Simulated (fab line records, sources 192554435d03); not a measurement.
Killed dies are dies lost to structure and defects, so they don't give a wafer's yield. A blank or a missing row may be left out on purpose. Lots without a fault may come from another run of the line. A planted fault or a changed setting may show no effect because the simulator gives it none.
A struck lot beside a sound one | flow n5_finfet | 28 steps out of a route of 1938
Sound: wafers L116.1, L116.2, L116.4. Struck: wafers L126.3, L126.4, L126.5. The cause comes at the end.
At each step with rows: each side's tool, then ch and its chambers, then its first start. Under that, the readings that differ: sound wafers | struck wafers | difference of the means | sigmas: that difference in standard deviations of wafers without a fault.
alike: readings whose means differ by less than 2 such deviations, and words and numbers that are the same on both sides. not compared: withheld readings, readings that some wafer has no value for, bounds like >300 that may hide the same value, and numbers for which the record gives no deviation and whose values overlap.
The two part at a step that has a row with sigmas, a row that says differs or no value, or rows on one side only. Numbers that don't overlap but have no deviation are shown without sigmas and don't part them. A reading that every wafer of one side lacks parts them only if that side has two wafers or more.

N5_STI_FIN_REVEAL_ALD_14: deposits Si3N4, target thk 3 nm.
  sound on ald_sin-04 ch 1,2,3, day 4 01:55; struck on ald_sin-04 ch 0,1,2, day 6 10:11
  alike: heater_power_w
then, 2 steps without rows for these wafers: N5_STI_FIN_REVEAL_FCVD_FILL_01 (material SiO2 flowable, target thk 312 nm, time 512.2 s); N5_STI_FIN_REVEAL_DENSIFY_02 (time 1800 s).
N5_STI_FIN_REVEAL_CMP_04: polishes, stops on Si3N4, t overpolish 4 s, target thk 131.83 nm.
  sound on cmp-03 ch 1,2,3, day 4 06:57; struck on cmp-02 ch 1,2,3, day 6 15:16
  alike: head_pressure_psi, motor_current_A, overpolish_run_s, slurry_filter_dp_kPa, time_to_endpoint_s
N5_STI_FIN_REVEAL_THK_MEAS_05:
  sound on film_metro-02, day 4 07:14; struck on film_metro-02, day 6 15:32
  alike: thk_nm
then, 2 steps without rows for these wafers: N5_STI_FIN_REVEAL_DENSIFY_30; N5_STI_FIN_REVEAL_ETCHBACK_08 (etches SiO2 in C4F6/O2, target depth 30.5 nm, time 10.167 s).
N5_STI_FIN_REVEAL_STRIP_24: strips in N2/H2, time 90 s.
  sound on rie_diel-03 ch 0,1,2, day 4 07:31; struck on rie_diel-06 ch 0,3, day 6 15:48
  alike: drypump_motor_current_A, oes_product_au, rf_vpp_V, showerhead_plenum_p_Torr, throttle_valve_pct
  not compared: rf_hours_counter_h
then, 4 steps without rows for these wafers: N5_STI_FIN_REVEAL_PRECLEAN_25 (cleans in SPM, time 90 s); N5_STI_FIN_REVEAL_PRECLEAN_26 (cleans in SC1, time 45 s); N5_STI_FIN_REVEAL_PRECLEAN_29 (cleans in DHF, time 30 s); N5_STI_FIN_REVEAL_SRD_12 (time 30 s).
N5_STI_FIN_REVEAL_RECESS_09: chemistry HF/NH3, target SiO2, afs cycles 11, target depth 42.5 nm, sublimation time 60 s.
  sound on vapor_etch-01 ch 0,1, day 4 07:44; struck on vapor_etch-01 ch 0,1, day 6 16:33
  reading    | sound             | struck            | difference | sigmas
  temp_c (C) | 29.92 30.05 29.83 | 28.07 28.12 28.17 | -1.81      | -15
  alike: drypump_motor_current_A
then, 2 steps without rows for these wafers: N5_STI_FIN_REVEAL_STRIP_16 (strips SiNx in H3PO4, target depth 23.8 nm); N5_STI_FIN_REVEAL_PRECLEAN_17 (cleans in NF3:NH3, afs cycles 1, time 20 s, sublimation time 60 s).
N5_STI_FIN_REVEAL_ETCH_34: etches Si in H2, material Si, target depth 0.97 nm.
  sound on rie_si-04 ch 0,1,2, day 4 09:50; struck on rie_si-04 ch 1,2,3, day 6 18:07
  alike: drypump_motor_current_A, oes_product_au, throttle_valve_pct
  not compared: rf_hours_counter_h
then, 4 steps without rows for these wafers: N5_STI_FIN_REVEAL_OXIDATION_31 (chemistry O2 PLASMA REMOTE, time 20 s); N5_STI_FIN_REVEAL_PRECLEAN_32 (cleans in NF3:NH3, afs cycles 1, time 20 s, sublimation time 60 s); N5_STI_FIN_REVEAL_STRIP_35 (strips Si3N4 in H3PO4, target depth 4 nm, time 39 s); N5_STI_FIN_REVEAL_SRD_21 (time 30 s).
N5_STI_FIN_REVEAL_OXIDATION_33: chemistry O2 PLASMA REMOTE, time 20 s.
  sound on plasma_asher-02 ch 0,1, day 4 10:14; struck on plasma_asher-02 ch 0,1, day 6 18:32
  alike: drypump_motor_current_A, heater_power_w
  not compared: rf_hours_counter_h
then, 2 steps without rows for these wafers: N5_STI_FIN_REVEAL_CLEAN_19 (cleans in O3/DIW, time 120 s); N5_STI_FIN_REVEAL_SRD_23 (time 30 s).
N5_STI_FIN_REVEAL_CD_MEAS_22: target cd 6.238 nm, pitch 28 nm.
  sound on cd_sem-01, day 4 10:25; struck on cd_sem-02, day 6 18:41
  alike: cd_nm
N5_STI_FIN_REVEAL_FIN_H_MEAS_10:
  sound on ocd-02, day 4 10:26; struck on ocd-01, day 6 18:43
  reading              | sound          | struck         | difference | sigmas
  trench_depth_nm (nm) | 53.0 51.7 52.9 | 54.6 54.3 54.2 | +1.8       | +2
then, 1 step without rows for these wafers: N5_STI_FIN_REVEAL_PRECLEAN_18 (cleans in SC2, time 45 s).
-- the record jumps here: 5 days lie between the struck wafers' starts before and after (it left off in module STI_FIN_REVEAL and takes up again in module BEOL_M4, whose first step shown is number 1111 of the route) --
N5_BEOL_M4_RC_MEAS_101:
  sound on prober-01 ch 0, day 9 10:06; struck on prober-02 ch 0, day 12 00:31
  reading        | sound          | struck         | difference | sigmas
  IOFF_P (nA/um) | 0.27 0.22 0.24 | 0.12 0.20 0.15 | -0.09      | -3
  VT_N (mV)      | 244 251 246    | 262 252 255    | +9         | +3
  VT_P (mV)      | -243 -246 -244 | -259 -252 -257 | -12        | -3
  alike: DIBL_N, DIBL_P, IOFF_N, ION_N, ION_P, SS_N, SS_P
-- the record jumps here: 4 days lie between the struck wafers' starts before and after (it left off in module BEOL_M4 and takes up again in module PASSIVATION, whose first step shown is number 1936 of the route) --
N5_PASSIVATION_PROBE_49:
  the record has rows for the struck wafers here (prober-01, day 16 10:08) and none for the sound ones

WHERE THEY PART
First at N5_STI_FIN_REVEAL_RECESS_09; last, within this record, at N5_PASSIVATION_PROBE_49.

WHY: what the simulator had put in
Process parameter drift: vapor_etch-01, from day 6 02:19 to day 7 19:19, at N5_STI_FIN_REVEAL_RECESS_09. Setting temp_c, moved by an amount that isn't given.
